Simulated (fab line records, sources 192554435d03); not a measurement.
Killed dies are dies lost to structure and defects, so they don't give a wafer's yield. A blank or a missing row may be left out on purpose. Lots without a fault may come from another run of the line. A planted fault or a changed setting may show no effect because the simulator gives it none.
fab line records | flow n5_finfet
record lots=6 wafers=16 last_day=17
route steps=1938 shown MOL_CONTACT_COAG@547 BEOL_M4@1111
lots that met no fault: from a run of the same line without faults
start_h: hours from the record's first day to the start of the lot's first wafer shown | wait_h: hours since the lot's step before | " the same as in the row above | L1.1+2: a row that stands for several wafers | - no value, or no start given | * or withheld: withheld | < > ~ a bound
route shown NAME@n: a module of which the file shows steps, and the number in the route of the first | usual: mean/standard deviation of fault-free wafers | same: alike in all rows | chamber/n: place in a boat | sites: the reading at each site | _std_site: their standard deviation | _edge_site: outer sites' mean less inner sites' | radius_mm: how far each site lies from the wafer's centre | mask NAME#n: copy n | behind: the tool/chamber that last shaped the wafer | hold: why the lot was held/for how many hours/how that ended | device: the transistor (n, p or np) that didn't switch | end of line: the same wafers' tests at the end of the route | a step without rows: its recipe alone | killed: dies lost to structure and defects at the first sort, not the wafer's yield | map: a wafer's dies, x killed, . not, _ none there
set.NAME: the setting as run; set.NAME@STEP: as run at that earlier step | model.NAME: the simulator's own value behind a step, which no gauge read
lots at some steps of the route; a table a step, a row a wafer
services: from which hour (start_h, from the record's first day; less than 0 if before it) a tool's chamber was out of use, for how many hours, and why
## steps
# step N5_MOL_CONTACT_COAG_SPUTTER_143
# recipe material=Co target_thk_a=25 temp_c=25 chamber_pressure_pa=0.2
# usual throttle_valve_pct=30.3/0.94
# columns lot.wafer tool chamber start_h wait_h throttle_valve_pct
L564.1 pvd_sputter-01 - 103.65 0.0 31.0
L564.2 " - " " 29.8
L564.5 " - " " 29.8
L569.2 pvd_sputter-03 - 131.38 0.0 30.3
L569.4 " - " " 29.5
L569.5 " - " " 30.3
L574.2 pvd_sputter-02 - 166.63 0.0 31.4
L574.6 " - " " 31.6
L575.3 pvd_sputter-02 - 168.83 0.0 31.3
L575.6 " - " " 29.8
L584.1 pvd_sputter-02 - 220.75 0.0 31.4
L584.2 " - " " 31.5
L584.6 " - " " 29.8
L585.1 pvd_sputter-01 - 233.21 0.0 31.2
L585.2 " - " " 30.0
L585.3 " - " " 30.1
# step N5_MOL_CONTACT_COAG_CO_FILL_22
# recipe material=Co target_thk_a=200 temp_c=200 precursor=CCTBA/H2 pressure_torr=30
# usual heater_power_w=221/25
# columns lot.wafer tool chamber start_h wait_h heater_power_w
L564.1 cvd_co-02 1 103.77 0.1 201
L564.2 " 0 " " 225
L564.5 " 0 " " 226
L569.2 cvd_co-01 2 131.50 0.1 252
L569.4 " 2 " " 251
L569.5 " 0 " " 185
L574.2 cvd_co-02 0 166.75 0.1 226
L574.6 " 0 " " 228
L575.3 cvd_co-01 0 169.24 0.4 183
L575.6 " 0 " " 180
L584.1 cvd_co-01 2 220.87 0.1 253
L584.2 " 0 " " 184
L584.6 " 2 " " 255
L585.1 cvd_co-01 0 233.33 0.1 185
L585.2 " 1 " " 224
L585.3 " 2 " " 250
# step N5_MOL_CONTACT_COAG_ANNEAL_113
# recipe temp_c=400 time_s=300 ambient=H2/N2
# step N5_MOL_CONTACT_COAG_PRE_CLEAN_142
# recipe gas=H2/He time_s=60 temp_c=300
# usual heater_power_w=510/47
# columns lot.wafer tool chamber start_h wait_h heater_power_w
L564.1 pvd_sputter-01 - 107.01 2.5 582
L564.2 " - " " 508
L564.5 " - " " 516
L569.2 pvd_sputter-01 - 134.31 1.6 507
L569.4 " - " " 567
L569.5 " - " " 461
L574.2 pvd_sputter-01 - 169.26 1.6 459
L574.6 " - " " 572
L575.3 pvd_sputter-01 - 172.00 1.7 464
L575.6 " - " " 467
L584.1 pvd_sputter-02 - 223.11 1.5 473
L584.2 " - " " 522
L584.6 " - " " 598
L585.1 pvd_sputter-02 - 235.41 1.3 473
L585.2 " - " " 484
L585.3 " - " " 525
# step N5_MOL_CONTACT_COAG_SPUTTER_130
# recipe material=Co target_thk_a=475 temp_c=25 chamber_pressure_pa=0.5 power_w=3000
# step N5_MOL_CONTACT_COAG_PRECLEAN_125
# recipe chemistry=DIW time_s=57.5 temp_c=23
# step N5_MOL_CONTACT_COAG_SRD_126
# recipe dry_time_s=32 dry=n2_spin spin_rpm=1500
# step N5_MOL_CONTACT_COAG_CMP_23
# recipe stop_on=SiO2 t_overpolish_s=1.5 post_cmp_clean=cu_alkaline down_force_psi=2 platen_rpm=50.289 pad_velocity_m_s=1.0006 target_thk_nm=0
# usual motor_current_A=8.0/0.75 overpolish_run_s=1.500/0.0081 time_to_endpoint_s=8.6/2
# columns lot.wafer tool chamber start_h wait_h motor_current_A overpolish_run_s time_to_endpoint_s
L564.1 cmp-01 2 107.33 0.1 7.7 1.493 9.0
L564.2 " 3 " " 8.0 1.504 9.4
L564.5 " 1 " " 7.4 1.489 7.9
L569.2 cmp-04 2 134.55 0.0 7.8 1.503 10.0
L569.4 " 3 " " 8.6 1.515 14.6
L569.5 " 2 " " 8.4 1.486 10.8
L574.2 cmp-02 1 169.57 0.1 6.8 1.505 9.4
L574.6 " 0 " " 8.6 1.490 9.1
L575.3 cmp-01 2 172.35 0.1 8.2 1.489 6.9
L575.6 " 3 " " 8.0 1.492 7.4
L584.1 cmp-04 3 223.35 0.0 8.3 1.498 11.8
L584.2 " 0 " " 9.0 1.501 10.1
L584.6 " 3 " " 8.5 1.500 11.6
L585.1 cmp-04 1 235.65 0.0 7.4 1.505 7.1
L585.3 " 3 " " 8.3 1.501 11.4
L585.2 " 0 " " 8.4 1.503 8.4
# step N5_MOL_CONTACT_COAG_WET_ETCH_26
# recipe target=Co target_depth_nm=13
# step N5_MOL_CONTACT_COAG_WET_ETCH_116
# recipe chemistry=SC1-inhibited target_depth_nm=4.6 dry=ipa_marangoni rinse_time_s=30 rinse_temp_c=23
# step N5_MOL_CONTACT_COAG_ALD_27
# recipe material=SiOC target_thk_a=170 temp_c=400 ald_precursor_family=carbosiloxane ald_co_reactant=H2-plasma pulse_time_s=1.5 time_s=2720 purge_time_s=2 co_reactant_purge_time_s=2 ald_cycles=340 pressure_torr=2
# usual ald_cycles=340/0 heater_power_w=854/99 precursor_pulse_height_rel=1.000/0.019 run_length_s=2769.9/0.57 time_s=2720/0
# columns lot.wafer tool chamber start_h wait_h ald_cycles heater_power_w precursor_pulse_height_rel run_length_s time_s model.SiOC_of_MOL_CONTACT_COAG_ALD_27.thk_nm
L564.1 ald_sin-01 3 108.07 0.0 340 662 1.027 2768.7 2720 17
L564.2 " 2 " " 340 864 0.973 2770.3 2720 16.8
L564.5 " 3 " " 340 669 1.012 2768.8 2720 17
L569.2 ald_sin-04 3 135.50 0.2 340 980 1.019 2770.9 2720 17
L569.4 " 0 " " 340 800 1.009 2769.3 2720 17
L569.5 " 2 " " 340 789 1.008 2770.2 2720 17
L574.2 ald_sin-04 3 170.32 0.0 506 918 1.028 4098.8 4048 25.4
L574.6 " 0 " " 506 810 1.013 4097.4 4048 25.4
L575.3 ald_sin-04 1 173.06 0.0 340 734 0.982 2770.2 2720 16.8
L575.6 " 2 " " 506 813 0.971 4097.8 4048 25.2
L584.1 ald_sin-02 0 224.58 0.4 340 881 0.995 2769.9 2720 17
L584.2 " 3 " " 340 903 0.996 2770.2 2720 16.8
L584.6 " 3 " " 340 889 0.979 2770.5 2720 16.8
L585.1 ald_sin-02 2 236.48 0.0 340 838 0.996 2769.4 2720 17
L585.2 " 1 " " 340 909 1.030 2769.2 2720 17
L585.3 " 3 " " 340 906 0.992 2770.2 2720 17
# step N5_MOL_CONTACT_COAG_CMP_28
# recipe stop_on=SiNx t_overpolish_s=0.85 post_cmp_clean=alkaline_brush down_force_psi=4.15 platen_rpm=51.8 pad_velocity_m_s=1.0307 target_thk_nm=14.522
# usual motor_current_A=12.3/0.83
# columns lot.wafer tool chamber start_h wait_h motor_current_A
L564.2 cmp-02 0 109.64 0.8 12.7
L564.1 " 1 " " 10.3
L564.5 " 0 " " 13.6
L569.2 cmp-04 3 137.15 0.9 13.1
L569.4 " 0 " " 13.4
L569.5 " 2 " " 12.0
L574.2 cmp-04 1 171.92 0.8 10.9
L574.6 " 1 " " 11.6
L575.3 cmp-02 1 174.74 0.9 9.9
L575.6 " 3 " " 14.3
L584.2 cmp-01 0 226.24 0.9 12.7
L584.1 " 2 " " 12.5
L584.6 " 0 " " 12.5
L585.3 cmp-01 0 238.04 0.8 12.4
L585.2 " 2 " " 13.0
L585.1 " 3 " " 12.2
# step N5_BEOL_M4_RC_MEAS_101
# usual DIBL_N=36.2/1.5 DIBL_P=36.2/1.7 IOFF_N=0.155/0.021 IOFF_P=0.216/0.026 ION_N=674/11 ION_P=464/6.8 SS_N=71.5/0.56 SS_P=73.3/0.6 VT_N=250.2/2.6 VT_P=-249.3/2.5
# columns lot.wafer tool chamber start_h wait_h DIBL_N[mV/V] DIBL_P[mV/V] IOFF_N[nA/um] IOFF_P[nA/um] ION_N[uA/um] ION_P[uA/um] SS_N[mV/dec] SS_P[mV/dec] VT_N[mV] VT_P[mV]
L564.1 prober-01 0 178.33 0.0 36.2 36.7 0.176 0.236 684 461 72.4 73.6 247.2 -246.5
L564.2 " 0 " " 34.7 34.3 0.140 0.201 678 463 71.4 74.0 251.6 -250.2
L564.5 " 0 " " 35.4 35.3 0.153 0.210 677 464 71.8 73.5 249.3 -249.5
L569.2 prober-02 0 202.76 0.2 38.4 39.2 0.201 0.289 687 477 72.8 74.4 246.9 -244.3
L569.4 " 0 " " 35.9 36.5 0.153 0.245 679 472 71.7 73.1 251.0 -244.6
L569.5 " 0 " " 37.8 38.0 0.185 0.270 679 469 72.7 73.6 245.9 -244.3
L574.2 prober-02 0 241.21 0.2 36.7 36.8 0.158 0.241 679 470 71.4 72.6 248.9 -245.2
L574.6 " 0 " " 36.0 36.1 0.139 0.227 676 474 70.7 72.2 250.7 -248.8
L575.3 prober-02 0 247.23 0.3 37.6 36.5 0.173 0.221 667 460 71.3 73.6 247.8 -247.5
L575.6 " 0 " " 37.2 36.3 0.175 0.221 684 462 72.6 73.6 247.9 -245.2
L584.1 prober-01 0 308.89 0.0 34.9 35.6 0.152 0.194 680 460 71.5 74.0 252.0 -250.5
L584.2 " 0 " " 36.5 35.7 0.163 0.209 665 458 71.3 73.4 249.4 -249.4
L584.6 " 0 " " 34.9 35.9 0.151 0.200 686 470 70.7 73.7 250.2 -252.1
L585.1 prober-02 0 310.46 0.0 34.9 35.4 0.123 0.197 666 467 70.3 72.6 254.0 -247.1
L585.2 " 0 " " 36.9 37.7 0.159 0.228 671 462 71.5 73.0 247.0 -247.1
L585.3 " 0 " " 35.1 35.2 0.126 0.194 672 467 71.2 73.0 254.5 -250.2
## services
# columns tool chamber start_h hours kind
pvd_sputter-02 - 81.05 9.1 repair
cvd_co-01 2 81.41 36.9 repair
ald_sin-01 - 85.25 14.0 pm
pvd_sputter-03 - 90.82 2.1 repair
pvd_sputter-02 - 95.69 3.4 repair
cmp-01 - 103.21 0.9 repair
cmp-04 - 103.27 3.5 pm
cvd_co-01 1 118.28 - clean
cvd_co-01 1 118.28 22.0 scheduled_down
ald_sin-02 0 119.88 8.3 repair
cmp-04 - 122.19 4.0 pm
cmp-04 - 126.19 - consumable_replace:conditioner
cmp-04 - 126.19 - consumable_replace:pad
cmp-04 - 131.36 2.8 repair
cmp-02 - 140.25 1.0 repair
cvd_co-01 1 164.20 16.8 repair
cmp-01 - 168.70 2.6 repair
cmp-02 - 179.64 2.0 repair
cvd_co-02 - 202.36 0.9 repair
ald_sin-01 3 215.61 1.5 repair
cmp-02 - 222.81 3.8 repair
ald_sin-01 1 226.76 4.4 repair
cmp-04 - 232.42 0.5 repair
ald_sin-01 3 235.97 3.8 repair
## key
first_sign step=N5_MOL_CONTACT_COAG_ALD_27 reading=ald_cycles direction=up sigmas=99+ usual=* struck=*
effect step=N5_MOL_CONTACT_COAG_ALD_27 reading=time_s direction=up sigmas=99+ usual=* struck=*
model_effect step=N5_MOL_CONTACT_COAG_ALD_27 value=SiOC_of_MOL_CONTACT_COAG_ALD_27.thk_nm without=17.13 struck=25.33
met_at N5_MOL_CONTACT_COAG_ALD_27
struck_wafers L574.2,L574.6,L575.6
onset_between 135.50 170.32
fault kind=process_parameter_drift tool=ald_sin-04 chamber=- onset_h=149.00 steps=N5_MOL_CONTACT_COAG_ALD_27 channel=ald_cycles offset=* shape=step end_h=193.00 scope=struck_wafers_only acts_in=* stated=*
